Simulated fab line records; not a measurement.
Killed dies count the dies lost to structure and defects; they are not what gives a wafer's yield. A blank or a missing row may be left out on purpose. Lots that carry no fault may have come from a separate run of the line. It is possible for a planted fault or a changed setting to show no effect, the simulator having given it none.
Which of the tools did it? / flow n5 finfet / 27 wafers from 9 lots sampled at 5 of the route's 1938 steps

## WHAT THE GAUGES SHOWED, per wafer
N5_BEOL_M4_RC_MEAS_101. Usual: DIBL_N 36.1 mV/V, standard deviation 1.7; DIBL_P 35.9 mV/V, standard deviation 2.1; IOFF_N 0.154 nA/um, standard deviation 0.029; IOFF_P 0.21 nA/um, standard deviation 0.035; ION_N 673 uA/um, standard deviation 10; ION_P 463 uA/um, standard deviation 7.5; SS_N 71.6 mV/dec, standard deviation 0.59; SS_P 73.2 mV/dec, standard deviation 0.69; VT_N 250.5 mV, standard deviation 2.9; VT_P -250 mV, standard deviation 3.2.
lot=L143; measured=day 9 14:58; on=prober-02; DIBL_N (mV/V)=34.4 39.7 37.1; DIBL_P (mV/V)=34.3 39.3 37.0; IOFF_N (nA/um)=0.115 0.204 0.149; IOFF_P (nA/um)=0.14 0.20 0.18; ION_N (uA/um)=653 664 666; ION_P (uA/um)=443 447 453; SS_N (mV/dec)=70.9 72.2 72.0; SS_P (mV/dec)=71.9 73.8 73.4; VT_N (mV)=253.0 248.9 252.5; VT_P (mV)=-259 -254 -256; flag=
lot=L144; measured=day 9 20:05; on=prober-02; DIBL_N (mV/V)=35.8 36.5 36.2; DIBL_P (mV/V)=35.7 37.4 37.3; IOFF_N (nA/um)=0.138 0.160 0.155; IOFF_P (nA/um)=0.22 0.24 0.24; ION_N (uA/um)=664 672 674; ION_P (uA/um)=461 469 466; SS_N (mV/dec)=71.4 71.9 72.1; SS_P (mV/dec)=72.8 73.1 72.9; VT_N (mV)=252.6 249.0 246.5; VT_P (mV)=-250 -248 -247; flag=
lot=L147; measured=day 10 12:09; on=prober-02; DIBL_N (mV/V)=37.4 35.2 34.7; DIBL_P (mV/V)=37.2 35.1 34.6; IOFF_N (nA/um)=0.176 0.135 0.126; IOFF_P (nA/um)=0.23 0.20 0.18; ION_N (uA/um)=692 687 679; ION_P (uA/um)=477 476 466; SS_N (mV/dec)=72.4 71.7 72.3; SS_P (mV/dec)=74.2 73.3 72.6; VT_N (mV)=247.8 250.7 253.0; VT_P (mV)=-248 -252 -252; flag=
lot=L148; measured=day 11 10:22; on=prober-01; DIBL_N (mV/V)=35.9 36.2 38.0; DIBL_P (mV/V)=35.1 35.7 38.0; IOFF_N (nA/um)=0.149 0.153 0.192; IOFF_P (nA/um)=0.18 0.19 0.23; ION_N (uA/um)=667 683 683; ION_P (uA/um)=454 465 467; SS_N (mV/dec)=72.2 71.1 71.8; SS_P (mV/dec)=73.1 72.3 73.2; VT_N (mV)=250.0 248.9 244.7; VT_P (mV)=-253 -251 -249; flag=
lot=L149; measured=day 11 12:47; on=prober-02; DIBL_N (mV/V)=35.3 35.3 32.9; DIBL_P (mV/V)=35.5 35.3 32.6; IOFF_N (nA/um)=0.162 0.161 0.119; IOFF_P (nA/um)=0.23 0.23 0.19; ION_N (uA/um)=678 677 666; ION_P (uA/um)=464 464 459; SS_N (mV/dec)=71.4 70.8 70.7; SS_P (mV/dec)=74.0 73.5 71.7; VT_N (mV)=251.4 250.4 253.0; VT_P (mV)=-245 -248 -247; flag=
lot=L151; measured=day 11 12:33; on=prober-01; DIBL_N (mV/V)=35.5 38.1 34.7; DIBL_P (mV/V)=33.6 36.0 32.0; IOFF_N (nA/um)=0.129 0.174 0.118; IOFF_P (nA/um)=0.17 0.21 0.15; ION_N (uA/um)=671 686 653; ION_P (uA/um)=458 459 445; SS_N (mV/dec)=71.4 71.9 70.9; SS_P (mV/dec)=73.4 73.2 72.0; VT_N (mV)=253.9 246.4 252.6; VT_P (mV)=-256 -250 -253; flag=
lot=L152; measured=day 12 04:52; on=prober-01; DIBL_N (mV/V)=35.6 35.3 36.7; DIBL_P (mV/V)=35.8 35.4 36.4; IOFF_N (nA/um)=0.148 0.140 0.151; IOFF_P (nA/um)=0.21 0.20 0.20; ION_N (uA/um)=668 665 661; ION_P (uA/um)=462 458 454; SS_N (mV/dec)=71.5 71.5 72.3; SS_P (mV/dec)=73.6 73.0 72.6; VT_N (mV)=250.8 251.8 250.6; VT_P (mV)=-250 -250 -250; flag=
lot=L160; measured=day 13 18:20; on=prober-02; DIBL_N (mV/V)=36.1 36.5 35.0; DIBL_P (mV/V)=34.5 35.5 33.4; IOFF_N (nA/um)=0.143 0.158 0.135; IOFF_P (nA/um)=0.21 0.22 0.19; ION_N (uA/um)=668 676 677; ION_P (uA/um)=466 468 474; SS_N (mV/dec)=70.9 71.9 71.2; SS_P (mV/dec)=72.8 72.2 72.3; VT_N (mV)=252.3 247.6 251.1; VT_P (mV)=-247 -249 -250; flag=
lot=L162; measured=day 14 10:16; on=prober-02; DIBL_N (mV/V)=36.6 36.2 38.7; DIBL_P (mV/V)=33.7 33.5 37.3; IOFF_N (nA/um)=0.141 0.131 0.171; IOFF_P (nA/um)=0.17 0.17 0.21; ION_N (uA/um)=670 669 675; ION_P (uA/um)=458 457 456; SS_N (mV/dec)=71.2 70.7 71.6; SS_P (mV/dec)=73.6 72.3 73.7; VT_N (mV)=252.5 253.5 247.2; VT_P (mV)=-254 -254 -250; flag=

## EACH LOT AND THE TOOL THAT RAN IT (in order: tool; ch and the chambers of the sampled wafers; start)
lot=L143; N5_DUMMY_GATE_STRIP_40=rie diel-02 ch 0,1,2, day 4 01:10; N5_DUMMY_GATE_ETCH_32=rie si-03 ch 0,1,3, day 4 01:30; N5_DUMMY_GATE_ETCH_44=rie si-03 ch 0,1,3, day 4 01:35; N5_DUMMY_GATE_ETCH_42=rie diel-03 ch 0,1,2, day 4 01:59
lot=L144; N5_DUMMY_GATE_STRIP_40=rie diel-06 ch 0,3, day 4 06:12; N5_DUMMY_GATE_ETCH_32=rie si-04 ch 0,1,3, day 4 06:32; N5_DUMMY_GATE_ETCH_44=rie si-04 ch 0,1,3, day 4 06:38; N5_DUMMY_GATE_ETCH_42=rie diel-06 ch 0,1, day 4 06:47
lot=L147; N5_DUMMY_GATE_STRIP_40=rie diel-06 ch 1,2, day 5 01:34; N5_DUMMY_GATE_ETCH_32=rie si-05 ch 0,1,2, day 5 01:55; N5_DUMMY_GATE_ETCH_44=rie si-05 ch 0,1,2, day 5 02:01; N5_DUMMY_GATE_ETCH_42=rie diel-06 ch 0,2,3, day 5 02:10
lot=L148; N5_DUMMY_GATE_STRIP_40=rie diel-02 ch 0,1, day 5 07:42; N5_DUMMY_GATE_ETCH_32=rie si-03 ch 1,2,3, day 5 08:03; N5_DUMMY_GATE_ETCH_44=rie si-03 ch 1,2,3, day 5 08:08; N5_DUMMY_GATE_ETCH_42=rie diel-02 ch 0,2, day 5 08:17
lot=L149; N5_DUMMY_GATE_STRIP_40=rie diel-02 ch 0,1,3, day 5 10:40; N5_DUMMY_GATE_ETCH_32=rie si-03 ch 1,2, day 5 11:01; N5_DUMMY_GATE_ETCH_44=rie si-03 ch 1,2, day 5 11:06; N5_DUMMY_GATE_ETCH_42=rie diel-02 ch 1,2, day 5 11:16
lot=L151; N5_DUMMY_GATE_STRIP_40=rie diel-06 ch 0,1, day 6 01:37; N5_DUMMY_GATE_ETCH_32=rie si-05 ch 0,1,2, day 6 01:58; N5_DUMMY_GATE_ETCH_44=rie si-05 ch 0,1,2, day 6 02:03; N5_DUMMY_GATE_ETCH_42=rie diel-02 ch 0,1, day 6 02:13
lot=L152; N5_DUMMY_GATE_STRIP_40=rie diel-03 ch 0,1,3, day 6 11:25; N5_DUMMY_GATE_ETCH_32=rie si-05 ch 0,1,3, day 6 11:45; N5_DUMMY_GATE_ETCH_44=rie si-05 ch 0,1,3, day 6 11:50; N5_DUMMY_GATE_ETCH_42=rie diel-03 ch 1,2,3, day 6 12:00
lot=L160; N5_DUMMY_GATE_STRIP_40=rie diel-02 ch 1,3, day 8 10:16; N5_DUMMY_GATE_ETCH_32=rie si-04 ch 1,2,3, day 8 10:36; N5_DUMMY_GATE_ETCH_44=rie si-04 ch 1,2,3, day 8 10:41; N5_DUMMY_GATE_ETCH_42=rie diel-06 ch 0,2,3, day 8 10:51
lot=L162; N5_DUMMY_GATE_STRIP_40=rie diel-03 ch 0,2,3, day 8 16:13; N5_DUMMY_GATE_ETCH_32=rie si-04 ch 0,1,2, day 8 16:34; N5_DUMMY_GATE_ETCH_44=rie si-04 ch 0,1,2, day 8 16:40; N5_DUMMY_GATE_ETCH_42=rie diel-03 ch 0,1,3, day 8 16:49
- N5_DUMMY_GATE_STRIP_40: strips in CF4.
- N5_DUMMY_GATE_ETCH_32: etches SiO2 in CF4, target depth 3.5 nm, time 3.9 s.
- N5_DUMMY_GATE_ETCH_44: etches poly-Si in HBr/O2, stops on SiO2, target depth 127.5 nm.
- N5_DUMMY_GATE_ETCH_42: etches SiO2 in CHF3/O2, target depth 3.5 nm, time 31 s.

## AS READ BY THE TOOLS THEMSELVES (means over the sampled wafers that have a number; for cases with no such wafer, the mark the record gives instead)
N5_DUMMY_GATE_STRIP_40. Usual: drypump motor current A 5.7 A, standard deviation 0.41; oes product au 0.75 a.u., standard deviation 0.052; rf vpp V 271.7 V, standard deviation 1.4; showerhead plenum p Torr 1.82 Torr, standard deviation 0.055; throttle valve pct 13.64 %, standard deviation 0.2.
lot=L143; tool=rie diel-02; drypump motor current A (A)=5.9; oes product au (a.u.)=0.76; rf vpp V (V)=271.5; showerhead plenum p Torr (Torr)=1.80; throttle valve pct (%)=13.57; flag=
lot=L144; tool=rie diel-06; drypump motor current A (A)=5.6; oes product au (a.u.)=0.78; rf vpp V (V)=271.5; showerhead plenum p Torr (Torr)=1.84; throttle valve pct (%)=13.61; flag=
lot=L147; tool=rie diel-06; drypump motor current A (A)=6.0; oes product au (a.u.)=0.75; rf vpp V (V)=272.5; showerhead plenum p Torr (Torr)=1.87; throttle valve pct (%)=13.77; flag=
lot=L148; tool=rie diel-02; drypump motor current A (A)=6.4; oes product au (a.u.)=0.73; rf vpp V (V)=269.3; showerhead plenum p Torr (Torr)=1.74; throttle valve pct (%)=13.55; flag=
lot=L149; tool=rie diel-02; drypump motor current A (A)=6.1; oes product au (a.u.)=0.73; rf vpp V (V)=272.1; showerhead plenum p Torr (Torr)=1.79; throttle valve pct (%)=13.51; flag=
lot=L151; tool=rie diel-06; drypump motor current A (A)=5.6; oes product au (a.u.)=0.77; rf vpp V (V)=272.0; showerhead plenum p Torr (Torr)=1.84; throttle valve pct (%)=13.67; flag=
lot=L152; tool=rie diel-03; drypump motor current A (A)=5.4; oes product au (a.u.)=0.75; rf vpp V (V)=272.5; showerhead plenum p Torr (Torr)=1.82; throttle valve pct (%)=13.66; flag=
lot=L160; tool=rie diel-02; drypump motor current A (A)=5.9; oes product au (a.u.)=0.74; rf vpp V (V)=272.1; showerhead plenum p Torr (Torr)=1.82; throttle valve pct (%)=13.40; flag=
lot=L162; tool=rie diel-03; drypump motor current A (A)=5.5; oes product au (a.u.)=0.73; rf vpp V (V)=272.0; showerhead plenum p Torr (Torr)=1.81; throttle valve pct (%)=13.74; flag=

N5_DUMMY_GATE_ETCH_32. Usual: bias w 400.2 W, standard deviation 1.1; drypump motor current A 5.7 A, standard deviation 0.56; oes product au 0.990 a.u., standard deviation 0.014; throttle valve pct 21.74 %, standard deviation 0.23.
lot=L143; tool=rie si-03; bias w (W)=400.5; drypump motor current A (A)=5.9; oes product au (a.u.)=0.989; throttle valve pct (%)=21.79; flag=
lot=L144; tool=rie si-04; bias w (W)=399.7; drypump motor current A (A)=5.3; oes product au (a.u.)=0.995; throttle valve pct (%)=21.65; flag=
lot=L147; tool=rie si-05; bias w (W)=398.9; drypump motor current A (A)=5.9; oes product au (a.u.)=0.983; throttle valve pct (%)=21.79; flag=
lot=L148; tool=rie si-03; bias w (W)=400.1; drypump motor current A (A)=5.8; oes product au (a.u.)=0.992; throttle valve pct (%)=21.82; flag=
lot=L149; tool=rie si-03; bias w (W)=400.0; drypump motor current A (A)=5.6; oes product au (a.u.)=0.992; throttle valve pct (%)=21.62; flag=
lot=L151; tool=rie si-05; bias w (W)=401.3; drypump motor current A (A)=5.9; oes product au (a.u.)=0.983; throttle valve pct (%)=21.78; flag=
lot=L152; tool=rie si-05; bias w (W)=401.1; drypump motor current A (A)=5.8; oes product au (a.u.)=0.976; throttle valve pct (%)=21.83; flag=
lot=L160; tool=rie si-04; bias w (W)=400.0; drypump motor current A (A)=5.2; oes product au (a.u.)=1.001; throttle valve pct (%)=21.62; flag=
lot=L162; tool=rie si-04; bias w (W)=399.7; drypump motor current A (A)=5.1; oes product au (a.u.)=0.996; throttle valve pct (%)=21.69; flag=

N5_DUMMY_GATE_ETCH_44. Usual: bias w 19.99 W, standard deviation 0.06; drypump motor current A 5.7 A, standard deviation 0.56; oes product au 0.727 a.u., standard deviation 0.012; throttle valve pct 18.47 %, standard deviation 0.2.
lot=L143; tool=rie si-03; bias w (W)=19.97; drypump motor current A (A)=5.9; oes product au (a.u.)=0.736; throttle valve pct (%)=18.56; flag=
lot=L144; tool=rie si-04; bias w (W)=20.02; drypump motor current A (A)=5.3; oes product au (a.u.)=0.718; throttle valve pct (%)=18.43; flag=
lot=L147; tool=rie si-05; bias w (W)=19.98; drypump motor current A (A)=5.9; oes product au (a.u.)=0.727; throttle valve pct (%)=18.37; flag=
lot=L148; tool=rie si-03; bias w (W)=20.05; drypump motor current A (A)=5.8; oes product au (a.u.)=0.730; throttle valve pct (%)=18.55; flag=
lot=L149; tool=rie si-03; bias w (W)=19.94; drypump motor current A (A)=5.6; oes product au (a.u.)=0.732; throttle valve pct (%)=18.44; flag=
lot=L151; tool=rie si-05; bias w (W)=19.97; drypump motor current A (A)=5.8; oes product au (a.u.)=0.734; throttle valve pct (%)=18.36; flag=
lot=L152; tool=rie si-05; bias w (W)=20.00; drypump motor current A (A)=5.8; oes product au (a.u.)=0.734; throttle valve pct (%)=18.46; flag=
lot=L160; tool=rie si-04; bias w (W)=20.03; drypump motor current A (A)=5.2; oes product au (a.u.)=0.731; throttle valve pct (%)=18.35; flag=
lot=L162; tool=rie si-04; bias w (W)=19.98; drypump motor current A (A)=5.0; oes product au (a.u.)=0.714; throttle valve pct (%)=18.46; flag=

N5_DUMMY_GATE_ETCH_42. Usual: bias w 12.00 W, standard deviation 0.04; drypump motor current A 5.7 A, standard deviation 0.37; oes product au 0.76 a.u., standard deviation 0.053; rf vpp V 42.2 V, standard deviation 0.85; showerhead plenum p Torr 2.44 Torr, standard deviation 0.07; throttle valve pct 18.82 %, standard deviation 0.2.
lot=L143; tool=rie diel-03; bias w (W)=12.03; drypump motor current A (A)=5.6; oes product au (a.u.)=0.74; rf vpp V (V)=42.8; showerhead plenum p Torr (Torr)=2.44; throttle valve pct (%)=18.84; flag=
lot=L144; tool=rie diel-06; bias w (W)=11.97; drypump motor current A (A)=5.5; oes product au (a.u.)=0.85; rf vpp V (V)=43.0; showerhead plenum p Torr (Torr)=2.47; throttle valve pct (%)=18.74; flag=
lot=L147; tool=rie diel-06; bias w (W)=12.00; drypump motor current A (A)=5.7; oes product au (a.u.)=0.81; rf vpp V (V)=42.4; showerhead plenum p Torr (Torr)=2.49; throttle valve pct (%)=18.84; flag=
lot=L148; tool=rie diel-02; bias w (W)=12.01; drypump motor current A (A)=6.1; oes product au (a.u.)=0.74; rf vpp V (V)=42.2; showerhead plenum p Torr (Torr)=2.37; throttle valve pct (%)=18.94; flag=
lot=L149; tool=rie diel-02; bias w (W)=12.01; drypump motor current A (A)=5.7; oes product au (a.u.)=0.79; rf vpp V (V)=42.9; showerhead plenum p Torr (Torr)=2.45; throttle valve pct (%)=18.56; flag=
lot=L151; tool=rie diel-02; bias w (W)=10.20; drypump motor current A (A)=6.2; oes product au (a.u.)=0.76; rf vpp V (V)=37.1; showerhead plenum p Torr (Torr)=2.37; throttle valve pct (%)=18.52; flag=OFF
lot=L152; tool=rie diel-03; bias w (W)=12.01; drypump motor current A (A)=5.7; oes product au (a.u.)=0.72; rf vpp V (V)=42.7; showerhead plenum p Torr (Torr)=2.38; throttle valve pct (%)=18.90; flag=
lot=L160; tool=rie diel-06; bias w (W)=11.97; drypump motor current A (A)=5.7; oes product au (a.u.)=0.78; rf vpp V (V)=42.9; showerhead plenum p Torr (Torr)=2.48; throttle valve pct (%)=18.88; flag=
lot=L162; tool=rie diel-03; bias w (W)=12.02; drypump motor current A (A)=5.5; oes product au (a.u.)=0.74; rf vpp V (V)=41.7; showerhead plenum p Torr (Torr)=2.44; throttle valve pct (%)=18.87; flag=

## THE ANSWER, worked out from the rows above alone
Rule: a lot is off if the mean of its wafers that have a number lies more than 3 standard deviations from the usual mean. Also off: a lot with no number at a reading for which 4 or more lots have one. Any other lot the step has rows for is counted as sound. The gauges are gone through in route order, then the tools' own readings, and for those a lot's mean is taken as printed above. The first step at which some lot is off is used, and at that step the reading that is off furthest; a lot without a number counts as furthest.
Off: L151, at N5_DUMMY_GATE_ETCH_42 (bias w).
If a tool, at that step or one of the process steps before it, ran each lot that is off and ran no sound lot following the first of them, it fits. This does not decide it: 2 tools fit, namely rie diel-06 at N5_DUMMY_GATE_STRIP_40 and rie diel-02 at N5_DUMMY_GATE_ETCH_42.

## WHAT THE SIMULATOR PUT IN
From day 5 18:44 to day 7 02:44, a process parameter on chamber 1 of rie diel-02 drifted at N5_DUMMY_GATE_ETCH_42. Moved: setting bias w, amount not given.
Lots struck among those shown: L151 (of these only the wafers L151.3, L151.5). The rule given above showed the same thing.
